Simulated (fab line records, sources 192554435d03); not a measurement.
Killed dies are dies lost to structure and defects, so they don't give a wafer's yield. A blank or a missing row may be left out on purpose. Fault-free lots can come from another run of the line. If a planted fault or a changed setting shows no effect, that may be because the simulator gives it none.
Chamber matching -- flow n5-finfet -- N5_BEOL_M3_DESCUM_16 on rie-diel-02: 4 sister chambers
The step chemistry O2, time 7 s. 14 wafers are shown with their chamber, then 7 later ones without.

== WAFERS WITH THEIR CHAMBER ==
wafer,chamber,showerhead-plenum-p-Torr (Torr),oes-product-au (a.u.),drypump-motor-current-A (A)
L406.1,1,2.16,0.72,5.8
L406.2,2,2.09,0.68,5.7
L406.6,3,2.23,0.90,5.4
L404.1,0,2.08,0.73,6.0
L404.2,2,2.09,0.69,5.7
L404.6,3,2.23,0.89,5.4
L405.2,2,2.09,0.68,5.6
L405.3,3,2.23,0.89,5.4
L405.4,1,2.16,0.71,5.8
L414.4,1,2.16,0.70,5.8
L414.5,0,2.08,0.72,6.0
L414.6,3,2.23,0.86,5.4
L416.2,1,2.16,0.71,5.9
L416.3,0,2.07,0.72,6.0

SIGNATURES (averages over the wafers above)
reading,chamber 0,chamber 1,chamber 2,chamber 3,scatter within a chamber
showerhead-plenum-p-Torr,2.0767,2.1600,2.0900,2.2300,0.00258
oes-product-au,0.7233,0.7100,0.6833,0.8850,0.0111
drypump-motor-current-A,6.000,5.825,5.667,5.400,0.0376
Rule: a wafer's distance from a chamber is the root of the sum, over the readings, of the square of ((its reading less the chamber's mean) divided by the reading's scatter). The wafer belongs to the nearest chamber; if the next one is less than 2 further off, it can't be placed. The scatter is the square root of a quotient: the sum, over the shown wafers, of each reading's squared deviation from its chamber's mean, divided by wafers minus chambers.

== WAFERS MISSING THEIR CHAMBER ==
wafer,showerhead-plenum-p-Torr (Torr),oes-product-au (a.u.),drypump-motor-current-A (A)
L416.6,2.23,0.87,5.3
L421.1,2.07,0.72,6.0
L421.4,2.22,0.85,5.4
L421.5,2.22,0.85,5.4
L425.1,2.08,0.92,5.6
L425.2,2.07,0.71,6.0
L425.5,2.15,0.69,5.8

== EACH ONE'S CHAMBER ==
wafer,from the rows above,in truth
L416.6,3,3
L421.1,0,0
L421.4,3,3
L421.5,3,3
L425.1,can't be placed: 0 or 2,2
L425.2,0,0
L425.5,1,1
Correct placement for 6 of the 7. These rows do not allow placing 1 (true chamber among the candidates in 1). Number placed wrongly: 0.
